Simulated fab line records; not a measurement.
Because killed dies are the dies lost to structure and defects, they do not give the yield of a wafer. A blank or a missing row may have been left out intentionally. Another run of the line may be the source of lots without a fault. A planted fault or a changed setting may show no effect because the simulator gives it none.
Split-lot study :: flow n5-finfet :: 21 wafers read across 7 lots, on a route 1938 steps long

ABOUT THE SPLIT
At N5_BEOL_M0_SAQP_PECVD_04 (deposits a-Si from SiH4/He, target thk 60 nm, time 60.2 s), the setting time-s was moved away from the recipe's 60.2 s on 6 of the 21 wafers read, by -11.6% to -5.5%. All remaining wafers had this setting at the recipe value.

FROM THE SPLIT TO THE READING: what the file shows between them, 7 steps
- N5_BEOL_M0_SAQP_THK_MEAS_05
- N5_BEOL_M0_SAQP_HM_DEP_111: deposits SiO2 from SiH4/N2O, target thk 12 nm, time 7.2 s
- N5_BEOL_M0_SAQP_COAT_81: time 60 s, resist thk 100 nm
- N5_BEOL_M0_SAQP_ETCH_84: etches SOC in N2/H2, target depth 100 nm, overetch 20 nm, time 150 s
- N5_BEOL_M0_SAQP_STRIP_80: strips in N2/H2
- N5_BEOL_M0_SAQP_HM_OPEN_112: chemistry CHF3/O2, target SiO2, stops on a-Si, target depth 12 nm, time 13.5 s
- N5_BEOL_M0_SAQP_STRIP_113: strips in CHF3/O2

THE READING
etch.depth-nm (the simulator's own value, which no gauge read), in nm, at N5_BEOL_M0_SAQP_MANDREL_ETCH_20 (etches a-Si in HBr/Cl2, stops on SiNx, target depth 60 nm, bt time 10 s, time 30 s). The file gives no usual value for it. Average 60.43 nm, standard deviation 1 nm, over the 15 wafers here run with the recipe.

wafer: L074.2
tool, chamber at the split: pecvd-01, 2
time-s as run, s: 53.87
against the recipe: -10.5%
etch.depth-nm, nm: 54.84
against lot-mates on the recipe: no lot-mate on the recipe

wafer: L074.3
tool, chamber at the split: pecvd-01, 0
time-s as run, s: 53.87
against the recipe: -10.5%
etch.depth-nm, nm: 52.57
against lot-mates on the recipe: no lot-mate on the recipe

wafer: L074.5
tool, chamber at the split: pecvd-01, 1
time-s as run, s: 53.87
against the recipe: -10.5%
etch.depth-nm, nm: 54.17
against lot-mates on the recipe: no lot-mate on the recipe

wafer: L081.1
tool, chamber at the split: pecvd-01, 1
time-s as run, s: 60.2
against the recipe: recipe
etch.depth-nm, nm: 59.1
against lot-mates on the recipe: -

wafer: L081.2
tool, chamber at the split: pecvd-01, 0
time-s as run, s: 60.2
against the recipe: recipe
etch.depth-nm, nm: 58.75
against lot-mates on the recipe: -

wafer: L081.4
tool, chamber at the split: pecvd-01, 0
time-s as run, s: 60.2
against the recipe: recipe
etch.depth-nm, nm: 60.06
against lot-mates on the recipe: -

wafer: L086.3
tool, chamber at the split: pecvd-01, 0
time-s as run, s: 60.2
against the recipe: recipe
etch.depth-nm, nm: 59.97
against lot-mates on the recipe: -

wafer: L086.5
tool, chamber at the split: pecvd-01, 0
time-s as run, s: 60.2
against the recipe: recipe
etch.depth-nm, nm: 60.66
against lot-mates on the recipe: -

wafer: L086.6
tool, chamber at the split: pecvd-01, 1
time-s as run, s: 60.2
against the recipe: recipe
etch.depth-nm, nm: 60.34
against lot-mates on the recipe: -

wafer: L087.3
tool, chamber at the split: pecvd-01, 2
time-s as run, s: 60.2
against the recipe: recipe
etch.depth-nm, nm: 60.39
against lot-mates on the recipe: -

wafer: L087.4
tool, chamber at the split: pecvd-01, 2,0
time-s as run, s: 60.2
against the recipe: recipe
etch.depth-nm, nm: 61.04
against lot-mates on the recipe: -

wafer: L087.5
tool, chamber at the split: pecvd-01, 2,0
time-s as run, s: 60.2
against the recipe: recipe
etch.depth-nm, nm: 61
against lot-mates on the recipe: -

wafer: L089.3
tool, chamber at the split: pecvd-02, 1
time-s as run, s: 60.2
against the recipe: recipe
etch.depth-nm, nm: 60.71
against lot-mates on the recipe: -

wafer: L089.4
tool, chamber at the split: pecvd-02, 1
time-s as run, s: 60.2
against the recipe: recipe
etch.depth-nm, nm: 60.58
against lot-mates on the recipe: -

wafer: L089.6
tool, chamber at the split: pecvd-02, 0
time-s as run, s: 60.2
against the recipe: recipe
etch.depth-nm, nm: 61.92
against lot-mates on the recipe: -

wafer: L090.2
tool, chamber at the split: pecvd-03, 0
time-s as run, s: 56.88
against the recipe: -5.5%
etch.depth-nm, nm: 54.49
against lot-mates on the recipe: -5.13

wafer: L090.3
tool, chamber at the split: pecvd-03, 2
time-s as run, s: 60.2
against the recipe: recipe
etch.depth-nm, nm: 60.34
against lot-mates on the recipe: -

wafer: L090.6
tool, chamber at the split: pecvd-03, 0
time-s as run, s: 60.2
against the recipe: recipe
etch.depth-nm, nm: 58.91
against lot-mates on the recipe: -

wafer: L093.3
tool, chamber at the split: pecvd-02, 2
time-s as run, s: 53.21
against the recipe: -11.6%
etch.depth-nm, nm: 52.87
against lot-mates on the recipe: -9.78

wafer: L093.4
tool, chamber at the split: pecvd-02, 0
time-s as run, s: 53.21
against the recipe: -11.6%
etch.depth-nm, nm: 54.48
against lot-mates on the recipe: -8.17

wafer: L093.6
tool, chamber at the split: pecvd-02, 0
time-s as run, s: 60.2
against the recipe: recipe
etch.depth-nm, nm: 62.65
against lot-mates on the recipe: -
Where a row lists several chambers, the file gives one row for several wafers and doesn't say which wafer went through which chamber.

THE FIT
A straight line over all 21 wafers: etch.depth-nm changes by +0.62 nm for each +1% of time-s; r = +0.93; the points scatter about the line by 1.2 nm.
The same after taking each lot's own level away (the mean of its wafers on the recipe; 18 wafers): +0.786 nm for each +1%; r = +0.98; scatter 0.59 nm.
That fit puts the effect of the largest move of time-s on the reading at 9.1 nm.
Measured against the standard deviation above, the lots' own levels, which go from 59.303 to 62.650 nm, span 3.3 times it.
So the lot-to-lot level changes the slope: the two fits differ.
Check: with one of the wafers moved furthest among these (-11.6%) left out of the fit, the line predicts -8.65 nm for it against its lot-mates. It came out at -9.78 nm against them.

THE WHOLE CHAIN: every reading that the file lists as answering this split, in the file's order
step: N5_BEOL_M0_SAQP_PECVD_04
what it does: deposits a-Si from SiH4/He, target thk 60 nm, time 60.2 s
reading: a-Si_of_BEOL_M0_SAQP_PECVD_04.thk-nm (the simulator's own value, which no gauge read)
change (the file's fit): +0.802 nm for each +1% of the setting
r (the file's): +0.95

step: N5_BEOL_M0_SAQP_THK_MEAS_05
what it does: 
reading: thk-nm
change (the file's fit): withheld for each +1% of the setting
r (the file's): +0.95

step: N5_BEOL_M0_SAQP_HM_OPEN_112
what it does: chemistry CHF3/O2, target SiO2, stops on a-Si, target depth 12 nm, time 13.5 s
reading: a-Si_of_BEOL_M0_SAQP_PECVD_04.thk-nm (the simulator's own value, which no gauge read)
change (the file's fit): +0.809 nm for each +1% of the setting
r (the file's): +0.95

step: N5_BEOL_M0_SAQP_MANDREL_ETCH_20
what it does: etches a-Si in HBr/Cl2, stops on SiNx, target depth 60 nm, bt time 10 s, time 30 s
reading: etch.depth-nm (the simulator's own value, which no gauge read)
change (the file's fit): +0.802 nm for each +1% of the setting
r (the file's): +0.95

FILE'S OWN FIT
etch.depth-nm changes by +0.802 nm for each +1% of time-s, r = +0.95.
